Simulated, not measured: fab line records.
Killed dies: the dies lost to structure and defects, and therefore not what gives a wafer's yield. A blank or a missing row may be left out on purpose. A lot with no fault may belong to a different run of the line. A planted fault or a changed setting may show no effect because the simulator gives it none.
Which of the tools did it? | flow n5-finfet | 12 lots, 36 wafers sampled, at 2 steps of a route of 1938

WHAT THE GAUGES READ, wafer by wafer
N5_BEOL_M4_CD_MEAS_11 targets a cd of 16.79 nm.
lot  | measured     | on        | cd-nm (nm)
L074 | day 7 14:17  | cd-sem-02 | 16.80 16.73 16.92
L077 | day 8 04:52  | cd-sem-02 | 16.78 16.84 16.56
L078 | day 8 20:11  | cd-sem-02 | 16.80 16.62 16.75
L081 | day 9 06:25  | cd-sem-02 | 16.90 16.99 16.81
L083 | day 9 12:32  | cd-sem-02 | 17.27 16.78 16.80
L087 | day 10 18:47 | cd-sem-03 | 17.10 16.69 16.90
L086 | day 11 01:00 | cd-sem-03 | 16.83 16.93 16.63
L089 | day 11 16:52 | cd-sem-02 | 16.61 16.97 17.35
L090 | day 11 23:48 | cd-sem-01 | 17.14 16.85 16.83
L093 | day 12 03:37 | cd-sem-02 | 17.10 16.93 16.90
L095 | day 12 16:32 | cd-sem-02 | 17.23 17.27 17.19
L097 | day 13 16:58 | cd-sem-01 | 16.85 16.40 17.13

WHICH TOOL RAN EACH LOT (tool, then ch and the chambers of the sampled wafers, then the start)
lot  | N5_BEOL_M4_ILD_DEP_00
L074 | pecvd-04 ch 0,2, day 7 12:32
L077 | pecvd-01 ch 0,1,2, day 8 01:44
L078 | pecvd-04 ch 0,1,2, day 8 17:59
L081 | pecvd-01 ch 0,1, day 9 05:52
L083 | pecvd-03 ch 0,1,2, day 9 11:54
L087 | pecvd-01 ch 0,2, day 10 17:01
L086 | pecvd-04 ch 0,1,2, day 11 00:06
L089 | pecvd-04 ch 0,1, day 11 15:16
L090 | pecvd-01 ch 0,2, day 11 21:58
L093 | pecvd-03 ch 0,2, day 12 01:22
L095 | pecvd-03 ch 0,1,2, day 12 14:57
L097 | pecvd-04 ch 0,1,2, day 13 15:10
- N5_BEOL_M4_ILD_DEP_00: deposits SiOC from DEMS/O2, target thk 79 nm, time 15.3 s.

THE ANSWER, worked out from the rows above alone
Rule: the lots themselves supply what counts as usual. Put in order of their means at a reading, lots are off if they are a third of the lots or fewer, leave a main group of 4 or more, and stand apart from it by a gap of 3 or more times the standard deviation of the main group's means; of several such gaps the widest counts. Not used: any main group whose means are identical at the precision the tables above print for the reading. A lot without any number at a reading at which 4 lots or more have one is off too. All remaining lots with rows at the step are treated as sound.
Across all readings shown, no lot is off: no conclusion can be drawn from this.

WHAT THE SIMULATOR PUT IN
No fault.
